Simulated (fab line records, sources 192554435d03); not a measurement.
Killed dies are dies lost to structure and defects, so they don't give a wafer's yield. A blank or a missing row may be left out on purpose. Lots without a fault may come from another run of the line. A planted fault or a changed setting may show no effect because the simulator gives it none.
Chamber matching | flow n5_finfet | N5_BEOL_M9_STRIP_67 on rie_diel-06: 4 sister chambers
The step strips in CF4. 8 wafers are shown with their chamber, then 8 later ones without.

WAFERS WITH THEIR CHAMBER
wafer  | chamber | drypump_motor_current_A (A) | throttle_valve_pct (%)
L077.5 | 2       | 5.47                        | 13.52
L078.2 | 2       | 5.40                        | 13.52
L078.3 | 3       | 5.89                        | 13.18
L078.6 | 1       | 5.31                        | 13.81
L080.4 | 3       | 5.85                        | 13.18
L080.5 | 0       | 5.75                        | 13.95
L080.6 | 1       | 5.31                        | 13.83
L087.1 | 0       | 5.77                        | 13.40

WAFERS WITHOUT THEIR CHAMBER
wafer  | drypump_motor_current_A (A) | throttle_valve_pct (%)
L087.5 | 5.89                        | 13.22
L087.6 | 5.76                        | 13.39
L089.1 | 5.91                        | 13.23
L089.3 | 5.82                        | 13.39
L089.4 | 5.90                        | 13.22
L091.1 | 5.88                        | 13.25
L091.4 | 5.77                        | 13.43
L091.5 | 5.89                        | 13.25

WHICH CHAMBER EACH WENT THROUGH
wafer  | from the rows above     | in truth
L087.5 | 3                       | 3
L087.6 | 0                       | 0
L089.1 | 3                       | 3
L089.3 | can't be placed: 3 or 0 | 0
L089.4 | 3                       | 3
L091.1 | 3                       | 3
L091.4 | 0                       | 0
L091.5 | 3                       | 3
Placed correctly: 7 of 8. Can't be placed from these rows: 1 (the true chamber is among the candidates in 1). Placed wrongly: 0.
How it was worked out, from the rows above alone: a wafer's distance from a chamber is the root of the sum, over the readings, of the square of ((its reading less the chamber's mean) divided by the reading's scatter). The wafer belongs to the nearest chamber; if the next one is less than 2 further off, it can't be placed. A chamber's mean is the mean of its shown wafers. The scatter: the root of (the sum of the squares of (reading less its chamber's mean) over the shown wafers, divided by (wafers less chambers)).
